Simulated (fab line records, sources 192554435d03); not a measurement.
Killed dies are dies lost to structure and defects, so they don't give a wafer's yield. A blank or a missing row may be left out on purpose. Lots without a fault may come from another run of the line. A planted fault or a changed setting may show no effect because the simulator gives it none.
fab line records | flow n5_finfet
record lots=7 wafers=21
route steps=1938 shown BEOL_M4@1070 BEOL_M5@1120 BEOL_M6@1198 BEOL_M7@1308 BEOL_M8@1398
start_h: hours from the record's first day to the start of the lot's first wafer shown | wait_h: hours since the lot's step before | " the same as in the row above | L1.1+2: a row that stands for several wafers | - no value, or no start given | * or withheld: withheld | < > ~ a bound
route shown NAME@n: a module of which the file shows steps, and the number in the route of the first | usual: mean/standard deviation of fault-free wafers | same: alike in all rows | chamber/n: place in a boat | sites: the reading at each site | _std_site: their standard deviation | _edge_site: outer sites' mean less inner sites' | radius_mm: how far each site lies from the wafer's centre | mask NAME#n: copy n | behind: the tool/chamber that last shaped the wafer | hold: why the lot was held/for how many hours/how that ended | device: the transistor (n, p or np) that didn't switch | end of line: the same wafers' tests at the end of the route | a step without rows: its recipe alone | killed: dies lost to structure and defects at the first sort, not the wafer's yield | map: a wafer's dies, x killed, . not, _ none there
set.NAME: the setting as run; set.NAME@STEP: as run at that earlier step | model.NAME: the simulator's own value behind a step, which no gauge read
lots whose settings were changed on purpose; a table a step, a row a wafer
## steps
# step N5_BEOL_M4_TRENCH_ETCH_37
# recipe chemistry=C4F6/O2 target_depth_a=555.55 target=SiOC time_s=29.2 ion_energy_ev=250 pressure_mtorr=30 source_w=355 bias_w=185 Ar_flow_sccm=300 C4F6_flow_sccm=10 O2_flow_sccm=10
# columns lot.wafer tool chamber start_h wait_h set.time_s model.etch.depth_nm model.BEOL_M4.feature_depth_nm
L083.3 rie_diel-06 1 - - 29.2 56.18 56.2
L083.4 " 2 " " 25.97 50.21 50.2
L083.6 " 0 " " 29.2 56.83 56.8
L090.1 rie_diel-05 3 - - 29.2 53.87 53.8
L090.2 " 1 " " 29.2 56.64 56.6
L090.6 " 3 " " 29.2 53.66 53.6
L089.2 rie_diel-02 1 - - 34.35 64.79 64.8
L089.5 " 2 " " 34.35 65.05 65
L089.6 " 0 " " 29.2 56.44 56.4
L091.2 rie_diel-02 1 - - 29.2 55.08 55
L091.4 " 2 " " 29.2 55.2 55.2
L091.5 " 1 " " 29.2 55.22 55.2
L092.1 rie_diel-02 2 - - 24.92 47.5 47.4
L092.3 " 2 " " 29.2 55.48 55.4
L092.5 " 1 " " 24.92 47.59 47.6
L094.2 rie_diel-02 1 - - 29.2 54.9 55
L094.4 " 2 " " 29.2 55.12 55.2
L094.6 " 0 " " 29.2 56.18 56.2
L097.1 rie_diel-02 3 - - 31.91 61.04 61
L097.2 " 1 " " 31.91 60.62 60.6
L097.4 " 0 " " 29.2 55.48 55.4
# step N5_BEOL_M4_ETCH_41
# recipe chemistry=CH3F/O2 target=SiCN target_depth_a=299 taper_deg=2 time_s=52.5 ion_energy_ev=120 mask_material=TiN pressure_mtorr=30 source_w=395 bias_w=75 Ar_flow_sccm=150 CH3F_flow_sccm=30 O2_flow_sccm=20
# step N5_BEOL_M4_STRIP_97
# recipe chemistry=N2/H2 time_s=10 power_w=450 temp_c=40 pressure_mtorr=20 rf_frequency_hz=6e+07 bias_power_w=7 n2_flow_sccm=200 h2_flow_sccm=200
# step N5_BEOL_M4_OCD_MEAS_38
# usual trench_depth_nm=55.3/1.1
# columns lot.wafer tool chamber start_h wait_h set.time_s@BEOL_M4_TRENCH_ETCH_37 trench_depth_nm
L083.3 ocd-02 - 214.91 - 29.2 56.3
L083.4 " - " " 25.97 49.6
L083.6 " - " " 29.2 57.0
L090.1 ocd-01 - 252.35 - 29.2 53.6
L090.2 " - " " 29.2 57.1
L090.6 " - " " 29.2 53.5
L089.2 ocd-01 - 260.61 - 34.35 64.7
L089.5 " - " " 34.35 64.9
L089.6 " - " " 29.2 56.5
L091.2 ocd-02 - 261.25 - 29.2 55.1
L091.4 " - " " 29.2 55.2
L091.5 " - " " 29.2 55.2
L092.1 ocd-01 - 266.17 - 24.92 47.5
L092.3 " - " " 29.2 55.6
L092.5 " - " " 24.92 48.1
L094.2 ocd-02 - 276.67 - 29.2 55.2
L094.4 " - " " 29.2 55.1
L094.6 " - " " 29.2 55.7
L097.1 ocd-01 - 309.57 - 31.91 61.5
L097.2 " - " " 31.91 60.4
L097.4 " - " " 29.2 55.4
# step N5_BEOL_M4_HM_STRIP_39
# recipe chemistry=peroxide_tin_strip material=TiN target_depth_a=250 temp_c=50 time_s=158
# step N5_BEOL_M4_SRD_40
# recipe time_s=30 temp_c=23 rinse_liquid=diw dry=ipa_marangoni
# step N5_BEOL_M4_ECD_50
# recipe material=Cu target_thk_a=3000
# step N5_BEOL_M4_ANNEAL_51
# recipe temp_c=225 time_s=90 ambient=N2
# step N5_BEOL_M4_CMP_52
# recipe stop_on=SiOC t_overpolish_s=6.8 down_force_psi=1 platen_rpm=50 clearing_platen_down_force_psi=1.5 clearing_platen_rpm=50 post_cmp_clean=cu_alkaline target_thk_nm=40 clearing_platen_pad_velocity_m_s=0.99484 pad_velocity_m_s=0.99484
# columns lot.wafer tool chamber start_h wait_h set.time_s@BEOL_M4_TRENCH_ETCH_37 model.Cu_of_BEOL_M4_ECD_50.thk_nm
L083.3 cmp-04 3 219.25 0.2 29.2 40.8
L083.4 " 0 " " 25.97 35.4
L083.6 " 2 " " 29.2 41.4
L090.2 cmp-03 0 257.28 0.2 29.2 40.6
L090.1 " 3 " " 29.2 39.2
L090.6 " 1 " " 29.2 38
L089.2 cmp-03 0 264.41 0.2 34.35 50
L089.5 " 3 " " 34.35 49.4
L089.6 " 0 " " 29.2 42
L091.2 cmp-04 2 264.51 0.2 29.2 40.4
L091.4 " 0 " " 29.2 39
L091.5 " 3 " " 29.2 39.2
L092.3 cmp-03 0 271.38 0.2 29.2 39.6
L092.1 " 2 " " 24.92 31.4
L092.5 " 0 " " 24.92 31.2
L094.4 cmp-04 2 284.37 0.2 29.2 39.8
L094.2 " 3 " " 29.2 38.4
L094.6 " 1 " " 29.2 38.8
L097.1 cmp-02 1 313.14 0.3 31.91 44.2
L097.2 " 3 " " 31.91 45.2
L097.4 " 0 " " 29.2 40.6
# step N5_BEOL_M4_THK_MEAS_53
# recipe thk_meas_gauge=xrf reads=Cu_of_BEOL_M4_ECD_50
# usual M4_THK=39.6/1.6
# columns lot.wafer tool chamber start_h wait_h set.time_s@BEOL_M4_TRENCH_ETCH_37 M4_THK[nm]
L083.3 film_metro-01 - 219.47 - 29.2 40.2
L083.4 " - " " 25.97 35.0
L083.6 " - " " 29.2 40.8
L090.1 film_metro-01 - 257.57 - 29.2 38.8
L090.2 " - " " 29.2 40.1
L090.6 " - " " 29.2 37.7
L089.2 film_metro-02 - 264.67 - 34.35 49.8
L089.5 " - " " 34.35 49.5
L089.6 " - " " 29.2 41.8
L091.2 film_metro-02 - 264.81 - 29.2 40.4
L091.4 " - " " 29.2 38.9
L091.5 " - " " 29.2 39.0
L092.1 film_metro-02 - 271.67 - 24.92 31.2
L092.3 " - " " 29.2 38.9
L092.5 " - " " 24.92 30.9
L094.2 film_metro-02 - 284.63 - 29.2 38.5
L094.4 " - " " 29.2 39.9
L094.6 " - " " 29.2 38.9
L097.1 film_metro-02 - 313.44 - 31.91 44.1
L097.2 " - " " 31.91 45.1
L097.4 " - " " 29.2 40.5
# step N5_BEOL_M4_PRE_CLEAN_60
# recipe gas=NH3/H2 time_s=15 temp_c=* rf_power_w=300
# step N5_BEOL_M4_CO_CAP_55
# recipe material=Co target_thk_a=20 temp_c=200 precursor=CCTBA/H2 pressure_torr=30 time_s=102.1
# step N5_BEOL_M4_PRE_CLEAN_56
# recipe gas=NH3 time_s=15 temp_c=withheld rf_power_w=300
# step N5_BEOL_M4_DEP_57
# recipe material=SiCN target_thk_a=80 temp_c=withheld precursor=3MS/NH3 pressure_torr=3 rf_w=202 time_s=14
# step N5_BEOL_M4_RS_MEAS_58
# recipe thk_meas_gauge=four-point-probe reads=Co_of_BEOL_M4_CO_CAP_55+Cu_of_BEOL_M4_ECD_50+Co_of_BEOL_M4_CVD_47+TaN_of_BEOL_M4_ALD_84
# usual M4_RS=0.68/0.033
# columns lot.wafer tool chamber start_h wait_h set.time_s@BEOL_M4_TRENCH_ETCH_37 M4_RS[ohm/sq]
L083.3 film_metro-01 - 219.77 0.1 29.2 0.65
L083.4 " - " " 25.97 0.78
L083.6 " - " " 29.2 0.64
L090.1 film_metro-02 - 257.83 0.0 29.2 0.68
L090.2 " - " " 29.2 0.66
L090.6 " - " " 29.2 0.71
L089.2 film_metro-01 - 264.93 0.1 34.35 0.50
L089.5 " - " " 34.35 0.51
L089.6 " - " " 29.2 0.63
L091.2 film_metro-01 - 265.07 0.1 29.2 0.66
L091.4 " - " " 29.2 0.69
L091.5 " - " " 29.2 0.69
L092.1 film_metro-01 - 271.93 0.0 24.92 0.91
L092.3 " - " " 29.2 0.68
L092.5 " - " " 24.92 0.92
L094.2 film_metro-01 - 285.01 0.1 29.2 0.70
L094.4 " - " " 29.2 0.67
L094.6 " - " " 29.2 0.69
L097.1 film_metro-02 - 313.70 0.0 31.91 0.59
L097.2 " - " " 31.91 0.57
L097.4 " - " " 29.2 0.66
# step N5_BEOL_M5_COAT_05
# recipe resist=CAR-EUV spin_rpm=1500 resist_thk_nm=30
# columns lot.wafer tool chamber start_h wait_h set.spin_rpm model.CAR-EUV_of_BEOL_M5_COAT_05.thk_nm
L083.3+4 litho_track-05 0 - - 1500 30
L083.6 " 0 " " 1349 31.6
L090.1 litho_track-03 0 - - 1500 29.8
L090.2+6 " 0 " " 1500 30
L089.2+5 litho_track-02 0 - - 1669 28.4
L089.6 " 0 " " 1500 30
L091.2+4 litho_track-03 0 - - 1500 30
L091.5 " 0 " " 1500 29.8
L092.1+3+5 litho_track-02 0 - - 1500 30
L094.2 litho_track-05 0 - - 1500 30.2
L094.4+6 " 0 " " 1500 30
L097.1 litho_track-02 0 - - 1388 31.2
L097.2 " 0 " " 1500 30
L097.4 " 0 " " 1500 29.8
# step N5_BEOL_M5_DESCUM_16
# recipe chemistry=O2 time_s=7 source_power_w=50 bias_power_w=20 pressure_mtorr=20 rf_frequency_hz=2.712e+07 temp_c=40 resist=CAR-EUV o2_flow_sccm=225
# columns lot.wafer tool chamber start_h wait_h set.time_s set.spin_rpm@BEOL_M5_COAT_05 model.CAR-EUV_of_BEOL_M5_COAT_05.thk_nm
L083.3 rie_diel-04 2 223.32 0.5 7 1500 26.2
L083.4 " 3 " " 5.801 1500 26.8
L083.6 " 2 " " 5.801 1349 28.4
L090.1+2+6 rie_diel-03 2,1,1 261.32 0.0 7 1500 26
L089.2 rie_diel-03 0 267.30 0.0 7.941 1669 24
L089.5 " 3 " " 7 1669 24.4
L089.6 " 0 " " 7.941 1500 25.6
L091.2 rie_diel-04 2 267.50 0.0 7 1500 26.2
L091.4+5 " 1 " " 8.49 1500 25.4
L092.1 rie_diel-03 3 277.10 0.0 5.796 1500 26.6
L092.3+5 " 3 " " 7 1500 26
L094.2+4+6 rie_diel-04 3,2,2 288.32 0.0 7 1500 26.2
L097.1 rie_diel-03 2 317.55 0.2 7 1388 27.2
L097.2 " 0 " " 7.438 1500 25.8
L097.4 " 1 " " 7 1500 26
# step N5_BEOL_M6_HM_DEP_02
# recipe material=TiN target_thk_a=200 temp_c=25 chamber_pressure_pa=0.49996
# columns lot.wafer tool chamber start_h wait_h set.target_thk_a model.TiN_of_BEOL_M6_HM_DEP_02.thk_nm
L083.3+6 pvd_sputter-01 - 234.70 1.7 200 20
L083.4 " - " " 200 19.8
L090.1+2+6 pvd_sputter-02 - 276.13 3.9 200 20
L089.2 pvd_sputter-03 - 277.77 0.1 200 19.6
L089.5 " - " " 179.7 17.8
L089.6 " - " " 200 20
L091.2+4 pvd_sputter-01 - 282.84 2.9 200 20
L091.5 " - " " 174.9 17.4
L092.1 pvd_sputter-01 - 296.04 1.5 182 18.2
L092.3 " - " " 182 18
L092.5 " - " " 200 19.6
L094.2 pvd_sputter-03 - 302.00 0.2 200 19.4
L094.4 " - " " 193.2 19
L094.6 " - " " 200 19.8
L097.1+2 pvd_sputter-02 - 331.17 0.5 200 19.8
L097.4 " - " " 200 20
# step N5_BEOL_M6_COAT_59
# recipe resist=SOC temp_c=250 time_s=60 spin_rpm=1500 resist_thk_nm=100
# step N5_BEOL_M6_COAT_60
# recipe resist=SiARC temp_c=220 time_s=60 spin_rpm=1500 resist_thk_nm=35
# step N5_BEOL_M6_STRIP_68
# recipe chemistry=N2/H2 temp_c=40 n2_flow_sccm=200 h2_flow_sccm=200 rf_frequency_hz=6e+07
# step N5_BEOL_M6_STRIP_67
# recipe chemistry=CF4 resist=SiARC power_w=300 bias_power_w=75 pressure_mtorr=50 cf4_flow_sccm=150 rf_frequency_hz=6e+07
# step N5_BEOL_M6_HM_OPEN_17
# recipe chemistry=Cl2/BCl3 target_depth_a=200 overetch_a=60 target=TiN mask_material=SOC ion_energy_ev=150 pressure_mtorr=10 icp_w=1000 bias_w=126 Cl2_flow_sccm=53.25 bcl3_flow_sccm=21.75 Ar_flow_sccm=25
# columns lot.wafer tool chamber start_h wait_h set.target_thk_a@BEOL_M6_HM_DEP_02 model.etch.depth_nm
L083.3 rie_metal-02 1 235.82 0.1 200 20.01
L083.4 " 0 " " 200 19.81
L083.6 " 1 " " 200 20.04
L090.1 rie_metal-01 0 276.87 0.0 200 20.07
L090.2 " 1 " " 200 20
L090.6 " 0 " " 200 20.02
L089.2 rie_metal-03 1 278.78 0.0 200 19.67
L089.5 " 0 " " 179.7 17.87
L089.6 " 1 " " 200 20.02
L091.2 rie_metal-01 1 283.68 0.0 200 19.98
L091.4 " 1 " " 200 20.03
L091.5 " 1 " " 174.9 17.49
L092.1 rie_metal-02 0 296.91 0.0 182 18.15
L092.3 " 0 " " 182 17.98
L092.5 " 1 " " 200 19.62
L094.2 rie_metal-02 1 303.03 0.0 200 19.41
L094.4 " 0 " " 193.2 19.02
L094.6 " 1 " " 200 19.77
L097.1 rie_metal-03 1 332.03 0.0 200 19.77
L097.2 " 0 " " 200 19.75
L097.4 " 0 " " 200 20.04
# step N5_BEOL_M6_VIA_ETCH_34
# recipe chemistry=C4F6/O2 target=SiCOH_lowk target_depth_a=1263 mask_material=SOC taper_deg=4 time_s=50.9 ion_energy_ev=250 pressure_mtorr=30 source_w=345 bias_w=185 Ar_flow_sccm=300 C4F6_flow_sccm=10 O2_flow_sccm=10
# columns lot.wafer tool chamber start_h wait_h set.time_s model.etch.depth_nm model.SOC_of_BEOL_M6_COAT_63.thk_nm
L083.3 rie_diel-05 1 238.67 0.0 50.9 128 53.8
L083.4 " 2 " " 50.9 124.6 54
L083.6 " 1 " " 50.9 127.1 53.8
L090.1 rie_diel-05 3 282.69 0.0 50.9 121.3 54
L090.2 " 0 " " 50.9 125.4 54.2
L090.6 " 1 " " 50.9 129.5 53.6
L089.2 rie_diel-06 0 283.18 0.0 50.9 126.9 53.4
L089.5 " 0 " " 50.9 126.7 53.6
L089.6 " 3 " " 50.9 124.2 53.8
L091.2 rie_diel-05 0 284.54 0.0 50.9 126.6 53.8
L091.4 " 3 " " 57.37 137.3 53.2
L091.5 " 2 " " 50.9 125.6 53.8
L092.1 rie_diel-02 2 300.04 0.0 50.9 126.9 54
L092.3 " 1 " " 50.9 124.7 54
L092.5 " 0 " " 50.9 128 53.8
L094.2 rie_diel-05 0 304.81 0.0 50.9 125.5 53.8
L094.4 " 2 " " 42.62 104.4 55
L094.6 " 1 " " 42.62 107 54.8
L097.1 rie_diel-02 1 335.40 0.0 50.9 126.4 54.2
L097.2 " 2 " " 55.12 136.8 53.6
L097.4 " 3 " " 50.9 128.4 54
# step N5_BEOL_M6_ETCH_41
# recipe chemistry=CH3F/O2 target=SiCN target_depth_a=297 taper_deg=2 time_s=52 ion_energy_ev=120 mask_material=TiN pressure_mtorr=30 source_w=395 bias_w=75 Ar_flow_sccm=150 CH3F_flow_sccm=30 O2_flow_sccm=20
# columns lot.wafer tool chamber start_h wait_h set.time_s model.etch.depth_nm
L083.3 rie_diel-05 1 - - 44.76 17.11
L083.4 " 2 " " 44.76 16.65
L083.6 " 1 " " 52 19.94
L090.1 rie_diel-05 3 - - 52 19.03
L090.2 " 0 " " 52 19.73
L090.6 " 1 " " 52 19.99
L089.2 rie_diel-06 0 - - 57.42 21.57
L089.5 " 0 " " 57.42 21.83
L089.6 " 3 " " 52 18.85
L091.2 rie_diel-05 0 - - 59.93 22.72
L091.4 " 3 " " 52 18.88
L091.5 " 2 " " 59.93 22.54
L092.1 rie_diel-02 2 - - 52 19.74
L092.3 " 1 " " 52 19.65
L092.5 " 0 " " 52 19.88
L094.2 rie_diel-05 0 - - 52 19.82
L094.4 " 2 " " 62.75 23.68
L094.6 " 1 " " 52 20.09
L097.1 rie_diel-02 1 - - 52 19.56
L097.2 " 2 " " 56.27 21.13
L097.4 " 3 " " 52 19.66
# step N5_BEOL_M7_TRENCH_ETCH_37
# recipe chemistry=C4F6/O2 target_depth_a=934.78 target=SiCOH_lowk time_s=31.2 ion_energy_ev=250 pressure_mtorr=30 source_w=345 bias_w=185 Ar_flow_sccm=300 C4F6_flow_sccm=10 O2_flow_sccm=10
# usual rf_vpp_V=673/13
# columns lot.wafer tool chamber start_h wait_h set.source_w rf_vpp_V model.etch.depth_nm model.BEOL_M7.feature_depth_nm
L083.3 rie_diel-04 3 - - 345 679 92.23 92.2
L083.4 " 1 " " 345 681 92.34 92.4
L083.6 " 1 " " 345 682 92.55 92.6
L090.1 rie_diel-01 3 - - 345 673 92.83 92.8
L090.2 " 1 " " 345 648 91.43 91.4
L090.6 " 3 " " 345 674 92.97 93
L089.2 rie_diel-03 0 - - 396 626 97.08 97
L089.5 " 0 " " 345 672 92.57 92.6
L089.6 " 2 " " 396 645 97.94 98
L091.2 rie_diel-03 2 - - 345 693 93.86 93.8
L091.4 " 3 " " 345 686 91.41 91.4
L091.5 " 0 " " 345 672 92.49 92.4
L092.1 rie_diel-01 1 - - 345 649 91.1 91.2
L092.3 " 2 " " 406.9 609 102.4 102.4
L092.5 " 3 " " 406.9 619 99.29 99.2
L094.2 rie_diel-03 2 - - 345 693 93.45 93.4
L094.4 " 3 " " 345 686 90.89 90.8
L094.6 " 2 " " 381.6 657 97.58 97.6
L097.1 rie_diel-01 0 - - 303.5 699 88.63 88.6
L097.2 " 2 " " 303.5 707 91.06 91
L097.4 " 3 " " 345 673 92.45 92.4
# step N5_BEOL_M7_ETCH_41
# recipe chemistry=CH3F/O2 target=SiCN target_depth_a=319 taper_deg=2 time_s=57.8 ion_energy_ev=120 mask_material=TiN pressure_mtorr=30 source_w=395 bias_w=75 Ar_flow_sccm=150 CH3F_flow_sccm=30 O2_flow_sccm=20
# step N5_BEOL_M7_STRIP_80
# recipe chemistry=N2/H2 time_s=10 power_w=450 temp_c=40 pressure_mtorr=20 rf_frequency_hz=6e+07 bias_power_w=7 n2_flow_sccm=200 h2_flow_sccm=200
# step N5_BEOL_M7_OCD_MEAS_38
# usual trench_depth_nm=93.2/1.9
# columns lot.wafer tool chamber start_h wait_h set.source_w@BEOL_M7_TRENCH_ETCH_37 trench_depth_nm
L083.3 ocd-02 - 249.94 - 345 92.2
L083.4 " - " " 345 92.5
L083.6 " - " " 345 92.2
L090.1 ocd-02 - 290.71 - 345 92.5
L090.2 " - " " 345 91.5
L090.6 " - " " 345 93.2
L089.2 ocd-01 - 292.33 - 396 97.0
L089.5 " - " " 345 92.7
L089.6 " - " " 396 97.7
L091.2 ocd-02 - 292.73 - 345 94.1
L091.4 " - " " 345 91.8
L091.5 " - " " 345 92.4
L092.1 ocd-02 - 309.93 - 345 91.0
L092.3 " - " " 406.9 101.8
L092.5 " - " " 406.9 99.2
L094.2 ocd-01 - 312.17 - 345 93.8
L094.4 " - " " 345 91.0
L094.6 " - " " 381.6 97.4
L097.1 ocd-02 - 345.62 - 303.5 88.6
L097.2 " - " " 303.5 91.2
L097.4 " - " " 345 92.5
# step N5_BEOL_M8_DEP_56
# recipe material=SiCN target_thk_a=100 temp_c=withheld precursor=3MS/NH3 pressure_torr=3 rf_w=202 time_s=17.5
# columns lot.wafer tool chamber start_h wait_h set.time_s model.SiCN_of_BEOL_M8_DEP_56.thk_nm
L083.3 pecvd-04 0 262.61 0.0 19.86 11.2
L083.4 " 2 " " 17.5 10
L083.6 " 0 " " 19.86 11.4
L090.1+2 pecvd-04 2,0 303.57 0.0 17.5 10
L090.6 " 2 " " 17.5 10.2
L091.2+5 pecvd-04 0 306.69 0.0 19.14 11
L091.4 " 1 " " 17.5 10.2
L089.2 pecvd-03 0 307.14 0.0 15.02 8.6
L089.5 " 1 " " 15.02 8.8
L089.6 " 2 " " 17.5 10.2
L092.1 pecvd-02 2 320.27 0.0 17.5 9.6
L092.3 " 1 " " 17.5 9.8
L092.5 " 0 " " 17.5 10
L094.2+4 pecvd-04 1,2 325.78 0.0 17.5 10.2
L094.6 " 1 " " 17.5 10.4
L097.1 pecvd-02 0 360.36 0.0 16.15 9.4
L097.2 " 2 " " 16.15 9.2
L097.4 " 1 " " 17.5 10.2
## key
split step=N5_BEOL_M4_TRENCH_ETCH_37 setting=time_s stated=29.2 by=wafer
response step=N5_BEOL_M4_TRENCH_ETCH_37 reading=model.etch.depth_nm change=+0.525 per=1% r=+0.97
response step=N5_BEOL_M4_TRENCH_ETCH_37 reading=model.BEOL_M4.feature_depth_nm change=+0.525 per=1% r=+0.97
response step=N5_BEOL_M4_OCD_MEAS_38 reading=trench_depth_nm change=+0.531 per=1% r=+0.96
response step=N5_BEOL_M4_CMP_52 reading=model.Cu_of_BEOL_M4_ECD_50.thk_nm change=+0.488 per=1% r=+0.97
response step=N5_BEOL_M4_THK_MEAS_53 reading=M4_THK change=+0.481 per=1% r=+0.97
response step=N5_BEOL_M4_RS_MEAS_58 reading=M4_RS change=-0.0107 per=1% r=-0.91
split step=N5_BEOL_M5_COAT_05 setting=spin_rpm stated=1500 by=wafer
response step=N5_BEOL_M5_COAT_05 reading=model.CAR-EUV_of_BEOL_M5_COAT_05.thk_nm change=-0.154 per=1% r=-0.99
response step=N5_BEOL_M5_DESCUM_16 reading=model.CAR-EUV_of_BEOL_M5_COAT_05.thk_nm change=-0.157 per=1% r=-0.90
split step=N5_BEOL_M5_DESCUM_16 setting=time_s stated=7 by=wafer
response step=N5_BEOL_M5_DESCUM_16 reading=model.CAR-EUV_of_BEOL_M5_COAT_05.thk_nm slope=-0.0363 per=1% together_with=spin_rpm@BEOL_M5_COAT_05 explained=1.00
split step=N5_BEOL_M6_HM_DEP_02 setting=target_thk_a stated=200 by=wafer
response step=N5_BEOL_M6_HM_DEP_02 reading=model.TiN_of_BEOL_M6_HM_DEP_02.thk_nm change=+0.194 per=1% r=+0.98
response step=N5_BEOL_M6_HM_OPEN_17 reading=model.etch.depth_nm change=+0.191 per=1% r=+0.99
split step=N5_BEOL_M6_VIA_ETCH_34 setting=time_s stated=50.9 by=wafer
response step=N5_BEOL_M6_VIA_ETCH_34 reading=model.etch.depth_nm change=+1.1 per=1% r=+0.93
response step=N5_BEOL_M6_VIA_ETCH_34 reading=model.SOC_of_BEOL_M6_COAT_63.thk_nm change=-0.0599 per=1% r=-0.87
split step=N5_BEOL_M6_ETCH_41 setting=time_s stated=52 by=wafer
response step=N5_BEOL_M6_ETCH_41 reading=model.etch.depth_nm change=+0.213 per=1% r=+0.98
split step=N5_BEOL_M7_TRENCH_ETCH_37 setting=source_w stated=345 by=wafer
response step=N5_BEOL_M7_TRENCH_ETCH_37 reading=rf_vpp_V change=-2.37 per=1% r=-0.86
response step=N5_BEOL_M7_TRENCH_ETCH_37 reading=model.etch.depth_nm change=+0.422 per=1% r=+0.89
response step=N5_BEOL_M7_TRENCH_ETCH_37 reading=model.BEOL_M7.feature_depth_nm change=+0.419 per=1% r=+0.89
response step=N5_BEOL_M7_OCD_MEAS_38 reading=trench_depth_nm change=+0.407 per=1% r=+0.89
split step=N5_BEOL_M8_DEP_56 setting=time_s stated=17.5 by=wafer
response step=N5_BEOL_M8_DEP_56 reading=model.SiCN_of_BEOL_M8_DEP_56.thk_nm change=+0.1 per=1% r=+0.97
